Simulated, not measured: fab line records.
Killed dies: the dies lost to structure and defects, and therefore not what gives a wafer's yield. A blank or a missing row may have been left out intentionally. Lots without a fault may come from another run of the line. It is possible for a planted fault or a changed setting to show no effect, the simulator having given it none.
fab line records ; flow n5_finfet
record lots=4; wafers=12; last_day=17
route steps=1938 shown SD_EPI_N@276 SD_EPI_P@295 SD_ACTIVATION@332 MOL_CONTACT_COAG@537 BEOL_M4@1111 PASSIVATION@1936
lots untouched by any fault: they come from a run of this same line in which no faults occurred
start_h: hours from the record's first day to the start of the lot's first wafer shown ; wait_h: hours from the lot's prior step to this one ; " same as the row above ; L1.1+2: a row that stands for several wafers ; - value missing, or start not given ; * or withheld: withheld ; < > ~ a bound
route shown NAME@n: a module of which the file shows steps, and the number in the route of the first ; usual: mean/standard deviation of fault-free wafers ; same: alike in all rows ; chamber/n: place in a boat ; sites: the reading at each site ; _std_site: standard deviation across them ; _edge_site: the outer-site mean with the inner-site mean subtracted ; radius_mm: for every site, how far away it sits from the centre of the wafer ; mask NAME#n: copy n ; behind: the most recent tool/chamber to have shaped the wafer ; hold: what put the lot on hold/how long, in hours/how the hold closed ; device: transistor that didn't switch, given as n, p or np ; end of line: the same wafers' tests at the end of the route ; step lacking rows: just its recipe ; killed: dies that structure and defects cost at the first sort, which is not the same as the wafer's yield ; map: per-die view of a wafer (x killed, . not killed, _ where there is no die)
set.NAME: setting as actually run; set.NAME@STEP: the setting as run at that earlier step ; model.NAME: the simulator's own value behind a step, which no gauge read
certain route steps with their lots: each step a table, each wafer a row
services: from which hour (start_h, from the record's first day; less than 0 if before it) a tool's chamber was out of use, for how many hours, and why
## steps
# step N5_SD_EPI_N_STRIP_36
# recipe chemistry=N2/H2; temp_c=40; n2_flow_sccm=200; h2_flow_sccm=200; rf_frequency_hz=6e+07
# step N5_SD_EPI_N_ETCHBACK_44
# recipe chemistry=CH3F/O2; mode=anisotropic_etchback; target=SiNx; target_depth_a=145; stop_on=SiO2; over_etch_frac=0.3; ion_energy_ev=120; pressure_mtorr=30; source_w=395; bias_w=73; Ar_flow_sccm=150; CH3F_flow_sccm=30; O2_flow_sccm=20
# step N5_SD_EPI_N_ETCH_45
# recipe chemistry=CH3F/O2; target=SiOCN; target_depth_a=60; mask_material=SOC; ion_energy_ev=60; bias_w=29; pressure_mtorr=15; source_w=410; Ar_flow_sccm=150; CH3F_flow_sccm=30; O2_flow_sccm=20
# step N5_SD_EPI_N_ETCH_16
# recipe chemistry=CHF3/O2; target=SiO2; target_depth_a=50; mask_material=SOC; pressure_mtorr=30; source_w=650; bias_w=170; Ar_flow_sccm=200; CHF3_flow_sccm=50; O2_flow_sccm=5; ion_energy_ev=200
# step N5_SD_EPI_N_STRIP_47
# recipe chemistry=CHF3/O2; resist=SiARC; rf_frequency_hz=6e+07
# step N5_SD_EPI_N_SD_RECESS_17
# recipe chemistry=HBr/Cl2/O2; target_depth_a=410; mask_material=SOC; time_s=23.7; bt_time_s=3; pressure_mtorr=10; icp_w=800; bias_w=112; HBr_flow_sccm=150; Cl2_flow_sccm=80; O2_flow_sccm=12
# step N5_SD_EPI_N_STRIP_38
# recipe chemistry=N2/H2; power_w=1000; temp_c=250; h2_frac=0.65; overash_fraction=0.3; pressure_mtorr=withheld; n2_flow_sccm=1750; h2_flow_sccm=3250
# step N5_SD_EPI_N_WET_ETCH_43
# recipe chemistry=dHF; dilution=withheld; time_s=14; target=SiO2; target_depth_a=15; temp_c=25
# step N5_SD_EPI_N_STRIP_18
# recipe chemistry=SPM; time_s=750; temp_c=130; h2so4_h2o2_vol_ratio=4
# step N5_SD_EPI_N_SRD_20
# recipe dry=ipa_marangoni; do_ppb=5; time_s=30; temp_c=23; rinse_liquid=diw
# step N5_SD_EPI_N_PRECLEAN_48
# recipe chemistry=NF3:NH3; afs_cycles=2; temp_c=30; time_s=20; sublimation_temp_c=180; sublimation_time_s=60; pressure_torr=3; rf_power_w=30
# step N5_SD_EPI_N_VAPOR_ETCH_50
# recipe chemistry=HCl; target=Si; temp_c=775; time_s=54; pressure_torr=20; mode=isotropic
# step N5_SD_EPI_N_EPI_21
# recipe material=Si:P; dopant=P; temp_c=680; pressure_torr=255; time_s=690
# usual chamber_pressure_Torr=255.1/0.56
lot.wafer;tool;chamber;start_h;wait_h;chamber_pressure_Torr;model.Si-P_of_SD_EPI_N_EPI_21.thk_nm
L569.1;epi_rpcvd-03;0;70.95;0.1;256.3;60
L569.2;epi_rpcvd-03;0;70.95;0.1;255.6;60.2
L569.5;epi_rpcvd-03;0;70.95;0.1;255.1;59.6
L575.3;epi_rpcvd-03;0;112.78;0.9;171.5;51
L575.4;epi_rpcvd-03;0;112.78;0.9;171.2;50.8
L575.6;epi_rpcvd-03;0;112.78;0.9;170.4;50.6
L576.2;epi_rpcvd-03;0;121.80;0.5;170.3;49.2
L576.3;epi_rpcvd-03;0;121.80;0.5;170.5;50.2
L576.4;epi_rpcvd-03;0;121.80;0.5;170.3;50.4
L587.1;epi_rpcvd-01;0;177.22;0.1;255.3;57.8
L587.3;epi_rpcvd-01;0;177.22;0.1;255.2;58.4
L587.6;epi_rpcvd-01;0;177.22;0.1;255.2;58.2
# step N5_SD_EPI_N_EPI_MEAS_23
# recipe mode=xrd
# usual thk_nm=59.0/1.3
lot.wafer;tool;chamber;start_h;wait_h;thk_nm
L569.1;film_metro-02;-;72.69;1.5;60.3
L569.2;film_metro-02;-;72.69;1.5;59.7
L569.5;film_metro-02;-;72.69;1.5;59.0
L575.3;film_metro-02;-;114.31;1.2;50.7
L575.4;film_metro-02;-;114.31;1.2;50.9
L575.6;film_metro-02;-;114.31;1.2;51.1
L576.2;film_metro-02;-;123.72;1.5;50.8
L576.3;film_metro-02;-;123.72;1.5;50.3
L576.4;film_metro-02;-;123.72;1.5;49.7
L587.1;film_metro-01;-;178.93;1.4;58.2
L587.3;film_metro-01;-;178.93;1.4;55.8
L587.6;film_metro-01;-;178.93;1.4;59.3
# step N5_SD_EPI_N_PRECLEAN_24
# recipe chemistry=O3/DIW; time_s=60; temp_c=22; o3_ppm=10
# step N5_SD_EPI_N_SRD_25
# recipe time_s=30; temp_c=23; rinse_liquid=diw; dry=ipa_marangoni
# step N5_SD_EPI_N_PRECLEAN_49
# recipe chemistry=NF3:NH3; afs_cycles=1; temp_c=30; time_s=20; sublimation_temp_c=180; sublimation_time_s=60; pressure_torr=3; rf_power_w=30
# step N5_SD_EPI_N_LINER_46
# recipe material=SiNx; target_thk_a=30; temp_c=400; ald_precursor_family=SiH2I2; ald_co_reactant=N2/H2-plasma; pressure_torr=2
# step N5_SD_EPI_P_COAT_34
# recipe resist=SOC; temp_c=250; time_s=60; spin_rpm=1500; resist_thk_nm=350
# step N5_SD_EPI_P_COAT_35
# recipe resist=SiARC; temp_c=220; time_s=60; spin_rpm=1500; resist_thk_nm=35
# step N5_SD_EPI_P_COAT_03
# recipe resist=CAR-ArF-block; spin_rpm=1500; resist_thk_nm=150
# step N5_SD_EPI_P_EBR_05
# recipe solvent=PGMEA; ebr_width_mm=1.5
# step N5_SD_EPI_P_SOFTBAKE_04
# recipe temp_c=110; time_s=60; resist=CAR-ArF-block
# step N5_SD_EPI_P_EXPOSE_06
# recipe mask_id=SD_P_BLK; na=1.35; source_shape=conventional; sigma_outer=0.8; polarization=unpolarized; target_cd_nm=240; dose_mj=39.5
# step N5_SD_EPI_P_PEB_07
# recipe peb_temp_c=110; peb_time_s=60; resist=CAR-ArF-block
# step N5_SD_EPI_P_DEVELOP_08
# recipe develop_time_s=30; developer=TMAH; resist=CAR-ArF-block; dev_temp_c=23; rinse_liquid=diw; dry=air_spin
# step N5_SD_EPI_P_DESCUM_14
# recipe chemistry=O2; time_s=7.9; source_power_w=50; bias_power_w=20; pressure_mtorr=20; rf_frequency_hz=2.712e+07; temp_c=40; resist=CAR-ArF-block; o2_flow_sccm=225
# step N5_SD_EPI_P_ETCH_36
# recipe chemistry=CF4; target=SiARC; target_depth_a=455; mask_material=CAR-ArF-block; time_s=75.8; ion_energy_ev=80; pressure_mtorr=40; source_w=545; bias_w=36; Ar_flow_sccm=100; cf4_flow_sccm=100; ends=cleared
# step N5_SD_EPI_P_ETCH_37
# recipe chemistry=N2/H2; target=SOC; overetch_a=1080; mask_material=SiARC; temp_c=40; ion_energy_ev=100; source_w=3000; bias_w=133; pressure_mtorr=20; time_s=486; n2_flow_sccm=200; h2_flow_sccm=200; ends=end_point
# step N5_SD_EPI_P_STRIP_38
# recipe chemistry=N2/H2; temp_c=40; n2_flow_sccm=200; h2_flow_sccm=200; rf_frequency_hz=6e+07
# step N5_SD_EPI_P_ETCHBACK_46
# recipe chemistry=CH3F/O2; mode=anisotropic_etchback; target=SiNx; target_depth_a=175; stop_on=SiO2; over_etch_frac=0.3; ion_energy_ev=120; pressure_mtorr=30; source_w=395; bias_w=73; Ar_flow_sccm=150; CH3F_flow_sccm=30; O2_flow_sccm=20
# step N5_SD_EPI_P_ETCH_47
# recipe chemistry=CH3F/O2; target=SiOCN; target_depth_a=250; mask_material=SOC; ion_energy_ev=60; bias_w=29; pressure_mtorr=30; source_w=410; Ar_flow_sccm=150; CH3F_flow_sccm=30; O2_flow_sccm=20
# step N5_SD_EPI_P_ETCH_16
# recipe chemistry=CHF3/O2; target=SiO2; target_depth_a=50; mask_material=SOC; pressure_mtorr=30; source_w=650; bias_w=170; Ar_flow_sccm=200; CHF3_flow_sccm=50; O2_flow_sccm=5; ion_energy_ev=200
# step N5_SD_EPI_P_STRIP_50
# recipe chemistry=CHF3/O2; resist=SiARC; rf_frequency_hz=6e+07
# step N5_SD_EPI_P_SD_RECESS_17
# recipe chemistry=HBr/Cl2/O2; target_depth_a=391; bt_time_s=3; pressure_mtorr=10; icp_w=800; bias_w=112; HBr_flow_sccm=150; Cl2_flow_sccm=80; O2_flow_sccm=12
# step N5_SD_EPI_P_WET_ETCH_45
# recipe chemistry=dHF; dilution=withheld; time_s=10.7; target=SiO2; target_depth_a=20; temp_c=25; dry=ipa_marangoni; rinse_time_s=30; rinse_temp_c=23
# step N5_SD_EPI_P_STRIP_40
# recipe chemistry=N2/H2; power_w=1000; temp_c=250; h2_frac=0.65; overash_fraction=0.3; pressure_mtorr=withheld; n2_flow_sccm=1750; h2_flow_sccm=3250
# step N5_SD_EPI_P_PRECLEAN_52
# recipe chemistry=O3/DIW; time_s=60; temp_c=22; o3_ppm=10
# step N5_SD_ACTIVATION_RS_MEAS_03
# recipe thk_meas_gauge=four-point-probe
# usual RS_SD_N=21.9/0.37; RS_SD_P=56.2/0.93
lot.wafer;tool;chamber;start_h;wait_h;RS_SD_N[ohm/sq];RS_SD_P[ohm/sq]
L569.1;film_metro-02;-;78.42;0.2;21.4;56.4
L569.2;film_metro-02;-;78.42;0.2;21.6;56.7
L569.5;film_metro-02;-;78.42;0.2;21.6;56.5
L575.3;film_metro-02;-;120.31;0.2;26.2;55.1
L575.4;film_metro-02;-;120.31;0.2;26.0;56.0
L575.6;film_metro-02;-;120.31;0.2;26.3;55.9
L576.2;film_metro-02;-;129.01;0.2;26.9;57.8
L576.3;film_metro-02;-;129.01;0.2;26.6;57.2
L576.4;film_metro-02;-;129.01;0.2;26.3;56.8
L587.1;film_metro-02;-;184.23;0.2;22.4;55.6
L587.3;film_metro-02;-;184.23;0.2;22.2;55.6
L587.6;film_metro-02;-;184.23;0.2;22.2;56.6
# step N5_MOL_CONTACT_COAG_ETCH_15
# recipe chemistry=CH3F/O2; target=SiNx; target_depth_a=70; mask_material=SOC; stop_on=Si:P; over_etch_frac=0.75; ion_energy_ev=120; pressure_mtorr=30; source_w=395; bias_w=73; Ar_flow_sccm=150; CH3F_flow_sccm=30; O2_flow_sccm=20
# usual drypump_motor_current_A=5.5/0.36; oes_product_au=0.57/0.058; rf_vpp_V=297/3.7; showerhead_plenum_p_Torr=2.00/0.075; throttle_valve_pct=16.32/0.21
lot.wafer;tool;chamber;start_h;wait_h;drypump_motor_current_A;oes_product_au;rf_hours_counter_h;rf_vpp_V;showerhead_plenum_p_Torr;throttle_valve_pct;model.Si-P_of_SD_EPI_N_EPI_21.thk_nm
L569.1;rie_diel-05;2;110.34;0.0;5.9;0.54;170;298;2.08;16.23;59.2
L569.2;rie_diel-05;0;110.34;0.0;4.9;0.60;55;297;2.01;15.85;59.4
L569.5;rie_diel-05;2;110.34;0.0;5.9;0.53;-;299;2.08;16.22;58.8
L575.3;rie_diel-04;2;149.70;0.0;4.8;0.66;30;302;1.96;16.16;50.2
L575.4;rie_diel-04;0;149.70;0.0;5.9;0.52;185;293;1.91;16.49;50.2
L575.6;rie_diel-04;1;149.70;0.0;5.3;0.53;-;296;2.07;16.60;49.8
L576.2;rie_diel-04;1;158.75;0.0;5.3;0.52;212;296;2.07;16.61;48.6
L576.3;rie_diel-04;0;158.75;0.0;5.9;0.52;189;294;1.90;16.49;49.4
L576.4;rie_diel-04;2;158.75;0.0;4.8;0.66;34;301;1.95;16.15;49.8
L587.1;rie_diel-05;3;213.52;0.0;5.7;0.64;26;299;2.12;16.17;57
L587.3;rie_diel-05;2;213.52;0.0;5.9;0.51;207;297;2.06;16.30;57.4
L587.6;rie_diel-05;3;213.52;0.0;5.7;0.65;-;298;2.12;16.16;57.4
# step N5_BEOL_M4_RC_MEAS_101
# usual DIBL_N=36.9/1.7; DIBL_P=36.7/2.1; IOFF_N=0.17/0.032; IOFF_P=0.22/0.036; ION_N=674/12; ION_P=461/7; REXT_N=75.2/1.5; RS_SD_N=28.4/0.47; SS_N=71.7/0.6; SS_P=73.4/0.67; VT_N=249/3.1; VT_P=-250/3.2
lot.wafer;tool;chamber;start_h;wait_h;DIBL_N[mV/V];DIBL_P[mV/V];IOFF_N[nA/um];IOFF_P[nA/um];ION_N[uA/um];ION_P[uA/um];REXT_N[ohm.um];RS_SD_N[ohm/sq];SS_N[mV/dec];SS_P[mV/dec];VT_N[mV];VT_P[mV]
L569.1;prober-02;0;181.90;0.0;31.7;30.0;0.10;0.14;645;445;75.5;27.8;70.4;72.0;257;-256
L569.2;prober-02;0;181.90;0.0;36.6;36.0;0.17;0.21;668;455;75.7;27.7;71.1;73.4;253;-252
L569.5;prober-02;0;181.90;0.0;37.1;37.4;0.20;0.23;686;464;75.4;28.1;71.0;73.0;247;-249
L575.3;prober-01;0;222.23;0.3;32.9;32.5;0.11;0.17;646;456;83.8;34.2;70.1;72.7;255;-251
L575.4;prober-01;0;222.23;0.3;36.3;36.6;0.15;0.23;657;459;84.2;34.2;71.9;72.9;250;-248
L575.6;prober-01;0;222.23;0.3;34.9;35.4;0.14;0.21;651;469;83.1;34.2;72.5;72.5;253;-251
L576.2;prober-01;0;248.76;0.2;37.9;37.0;0.17;0.23;662;462;82.4;35.2;71.6;73.1;250;-250
L576.3;prober-01;0;248.76;0.2;40.5;41.3;0.22;0.31;677;471;83.8;34.2;72.4;75.5;248;-246
L576.4;prober-01;0;248.76;0.2;36.7;36.2;0.15;0.21;658;456;82.0;34.0;71.4;73.8;252;-249
L587.1;prober-02;0;293.04;0.0;33.9;32.4;0.11;0.16;653;450;78.5;29.0;71.3;72.7;255;-253
L587.3;prober-02;0;293.04;0.0;34.6;33.8;0.13;0.19;654;453;76.5;28.7;72.4;73.2;253;-251
L587.6;prober-02;0;293.04;0.0;34.1;33.3;0.13;0.17;659;451;77.7;29.1;70.8;72.8;255;-250
# step N5_PASSIVATION_PROBE_49
# usual defect_limited_yield=91.7/1.5; killed_at_M0_to_M3=32/9.6; killed_at_M4_up=13/5.3; killed_at_contacts=12/6.8; killed_at_front_end=36/9.8; killed_at_other=4/3.1; killed_dies=98/17; killed_open=65/13; killed_short=32/8.5; sort_bin_5_function=4.9/0.93; sort_bin_6_memory=3.2/0.67; sort_bin_8_speed=0.00/0.02; sort_n_pass=1082/17; sort_yield_pct=91.7/1.4
# same gross_dies=1180; killed_at_back_side=0; sort_bin_4_leakage[%]=0
lot.wafer;tool;chamber;start_h;wait_h;defect_limited_yield[%];killed_at_M0_to_M3;killed_at_M4_up;killed_at_contacts;killed_at_front_end;killed_at_other;killed_dies;killed_open;killed_short;sort_bin_5_function[%];sort_bin_6_memory[%];sort_bin_8_speed[%];sort_n_pass;sort_yield_pct[%]
L575.3;prober-01;-;318.42;0.1;90.2;51;5;13;47;0;116;87;29;5.6;3.9;0.08;1063;90.1
# killed by level:class
L575.3 STI_FIN_REVEAL:geometric_particle:open=16 BEOL_M0_SAQP:geometric_particle:open=12 FIN_SAQP:geometric_particle:open=11 BEOL_M1:geometric_particle:open=11 MOL_CONTACT_COAG:geometric_particle:open=10 BEOL_M0_SAQP:geometric_particle:short=10 FIN_SAQP:geometric_particle:short=7 BEOL_M3:geometric_particle:open=7
## services
tool;chamber;start_h;hours;kind
rie_diel-04;2;49.28;-;clean
rie_diel-04;2;49.28;-;consumable_replace:focus_ring
rie_diel-04;2;49.28;15.3;scheduled_down
rie_diel-04;2;49.28;15.3;vent_cycle
rie_diel-04;-;99.96;4.3;pm
rie_diel-05;0;113.45;3.9;repair
rie_diel-05;-;116.55;0.5;repair
rie_diel-05;3;117.37;-;clean
rie_diel-05;3;117.37;-;consumable_replace:focus_ring
rie_diel-05;3;117.37;-;consumable_replace:showerhead
rie_diel-05;3;117.37;14.9;scheduled_down
rie_diel-05;3;117.37;14.9;vent_cycle
epi_rpcvd-01;-;137.43;8.1;pm
rie_diel-04;3;144.48;1.3;repair
rie_diel-04;1;165.57;6.6;repair
epi_rpcvd-01;-;203.24;0.4;repair
rie_diel-04;-;212.45;14.6;pm
## key
first_sign step=N5_SD_EPI_N_EPI_21; reading=chamber_pressure_Torr; direction=down; sigmas=99+; usual=255.1; struck=170.7
effect step=N5_SD_EPI_N_EPI_MEAS_23; reading=thk_nm; direction=down; sigmas=6.5; usual=*; struck=*
effect step=N5_SD_ACTIVATION_RS_MEAS_03; reading=RS_SD_N; direction=up; sigmas=12; usual=21.9; struck=26.4
effect step=N5_BEOL_M4_RC_MEAS_101; reading=RS_SD_N; direction=up; sigmas=13; usual=28.4; struck=34.3
effect step=N5_BEOL_M4_RC_MEAS_101; reading=REXT_N; direction=up; sigmas=5.2; usual=75.2; struck=83.2
model_effect step=N5_SD_EPI_N_EPI_21; value=Si-P_of_SD_EPI_N_EPI_21.thk_nm; without=59.13; struck=50.37
model_effect step=N5_MOL_CONTACT_COAG_ETCH_15; value=Si-P_of_SD_EPI_N_EPI_21.thk_nm; without=58.7; struck=50
met_at N5_SD_EPI_N_EPI_21
struck_wafers L575.3,L575.4,L575.6,L576.2,L576.3,L576.4
onset_between 70.95 112.78
earlier_fault kind=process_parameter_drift; tool=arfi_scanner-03; chamber=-; onset_h=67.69; steps=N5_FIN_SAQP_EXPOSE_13; channel=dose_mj; offset=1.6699; shape=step; acts_in=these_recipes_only; stated=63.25
fault kind=process_parameter_drift; tool=epi_rpcvd-03; chamber=-; onset_h=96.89; steps=N5_SD_EPI_N_EPI_21; channel=pressure_torr; offset=-83.944; shape=step; acts_in=these_recipes_only; stated=255
